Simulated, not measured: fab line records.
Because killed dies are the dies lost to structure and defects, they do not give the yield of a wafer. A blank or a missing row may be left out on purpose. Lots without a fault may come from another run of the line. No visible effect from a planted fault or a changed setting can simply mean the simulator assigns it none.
8D (eight disciplines) problem report, filled in by code + flow nand-harc + the parts of the form that need people (team, actions taken, sign-off) are left out

## 1. WHAT IS WRONG
A mean of 90.4 % is read at NHARC_END_SORT_01 for sort_bin_2_pct, taken on 1 wafer of 1 lot, against 1.3 % (standard deviation 0.56) on wafers free of any fault. That is +99 or more standard deviations from the usual mean.
Seen first at day 23 11:56 on prober-02, wafer L839.3. The record has a number at this step for 6 wafers belonging to 2 lots. The rule behind "out" and "out of limits": a value lying over 4 standard deviations away from the usual mean. The rest of the wafers with a number are treated as sound.

## 2. WHAT THIS IS AND IS NOT
| question                    | is                                                                                                                  | is not                                                                             |
|-----------------------------|---------------------------------------------------------------------------------------------------------------------|------------------------------------------------------------------------------------|
| which readings at this step | sort_bin_2_pct, defect-limited-yield, killed-at-array, killed-dies, sort-n-pass, sort-rim-yield-pct, sort-yield-pct | killed-at-other, killed-at-periphery, killed-short, sort_bin_3_pct, sort_bin_4_pct |
| which lots                  | L839                                                                                                                | L823                                                                               |
| which wafers of those lots  | L839.3                                                                                                              | L839.1, L839.5                                                                     |
| read on which gauges        | prober-02                                                                                                           | prober-01                                                                          |
| when                        | from day 23 11:56                                                                                                   | up to then (4 sound wafers); but 1 sound wafer of L839 came after                  |

## 3. WHAT RULES OUT EACH SUSPECT
Counting: if a tool at a process step up to the reading ran every lot that is out, it stays a suspect. Sound lots after the first of them don't rule it out here, since some wafers of a struck lot are sound.
- the gauge at NHARC_END_SORT_01 is ruled out. All the wafers that are out were read on prober-02, but those of them that NHARC_A_BONDPAD_ETCH_34 has rows for are out there too, on other tools.
- cmp-04 at NHARC_A_M1_CMP_23 (polishes, t overpolish 20 s, target thk 154.34 nm): kept. L839, the lot that is out, went through it at day 21 23:04; up to then, the latest sound lot through it was L823 at day 18 03:15.
- pecvd-01 at NHARC_A_M1_PRE_CLEAN_32 (time 12 s): kept. It ran the lot that is out, L839 (day 21 23:37).
- rie-diel-09 at NHARC_A_BONDPAD_ETCH_34 (etches the open film in N2/H2, target depth 60 nm, overetch 18 nm, time 65.91 s): kept. L839, the lot that is out, went through it at day 22 01:46; up to then, the latest sound lot through it was L823 at day 18 05:54. On those wafers its own readings are out: run-length-s.
- pvd-sputter-02 at NHARC_A_BONDPAD_PRE_CLEAN_26 (time 30 s): kept. L839, the lot that is out, went through it at day 23 10:20; up to then, the latest sound lot through it was L823 at day 19 23:25. Because NHARC_A_BONDPAD_PRE_CLEAN_26 lacks a start for some lots, the hours and order of its lots are taken from NHARC_END_SORT_01.
- Within cmp-04 at NHARC_A_M1_CMP_23: the wafers that are out ran in chamber 3; their sound lot-mates ran in chamber 1.
- At NHARC_A_M1_PRE_CLEAN_32, inside pecvd-01: chamber 0 took the wafers that are out, while their sound lot-mates went through chambers 1, 2.
- Within rie-diel-09 at NHARC_A_BONDPAD_ETCH_34: the wafers that are out ran in chamber 0; their sound lot-mates ran in chamber 1.
Left after counting: cmp-04 at NHARC_A_M1_CMP_23, pecvd-01 at NHARC_A_M1_PRE_CLEAN_32, rie-diel-09 at NHARC_A_BONDPAD_ETCH_34, pvd-sputter-02 at NHARC_A_BONDPAD_PRE_CLEAN_26.

## 4. THE CAUSE (what the simulator had put in)
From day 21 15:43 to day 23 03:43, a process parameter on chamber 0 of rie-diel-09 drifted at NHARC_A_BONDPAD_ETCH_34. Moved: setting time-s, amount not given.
Counting leaves 4 suspects; this tool is one of them.

## 5. SEQUENCE OF EFFECTS, ordered by route
One row per reading whose mean, taken over the struck wafers that have a number, lies over 3 standard deviations from the usual. Only readings for which the record gives a usual standard deviation are gone through. hours: the time from each lot's start at the first step in this table that gives one to its start at this step, as a median over the lots. sigmas: the change in usual standard deviations.
| hours | step                    | reading              | usual  | on struck wafers | change | sigmas      |
|-------|-------------------------|----------------------|--------|------------------|--------|-------------|
| 0     | NHARC_A_BONDPAD_ETCH_34 | run-length-s         | 87.1 s | 63.5             | -23.6  | -46         |
| 34    | NHARC_END_SORT_01       | defect-limited-yield | 96.0 % | 6.1              | -89.9  | -69         |
| 34    | NHARC_END_SORT_01       | killed-at-array      | 24     | 634              | +610   | +73         |
| 34    | NHARC_END_SORT_01       | killed-dies          | 27     | 636              | +609   | +71         |
| 34    | NHARC_END_SORT_01       | sort_bin_2_pct       | 1.3 %  | 90.4             | +89.1  | +99 or more |
| 34    | NHARC_END_SORT_01       | sort-n-pass          | 650    | 41               | -609   | -71         |
| 34    | NHARC_END_SORT_01       | sort-rim-yield-pct   | 96.1 % | 20.8             | -75.3  | -33         |
| 34    | NHARC_END_SORT_01       | sort-yield-pct       | 96.0 % | 6.1              | -89.9  | -69         |
Here are the process steps it includes:
- NHARC_A_BONDPAD_ETCH_34: etches the open film in N2/H2, target depth 60 nm, overetch 18 nm, time 65.91 s.
Readings that are blank on the struck wafers while sound wafers have them: bias-w at NHARC_A_BONDPAD_ETCH_34.

## 6. HOW IT WOULD HAVE BEEN CAUGHT EARLIER
The first out-of-limits reading at a measuring or inspecting step in this record came at day 23 11:56, 44 hours after the fault's start at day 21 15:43.
Tool's own readings at NHARC_A_BONDPAD_ETCH_34, run-length-s: out on all struck wafers the step has rows for; an alarm limit on them would have tripped on the first.
Lots out: 1; all had begun NHARC_A_BONDPAD_ETCH_34 on rie-diel-09 by day 23 11:56. A hold on the tool at that time would have spared none of them.
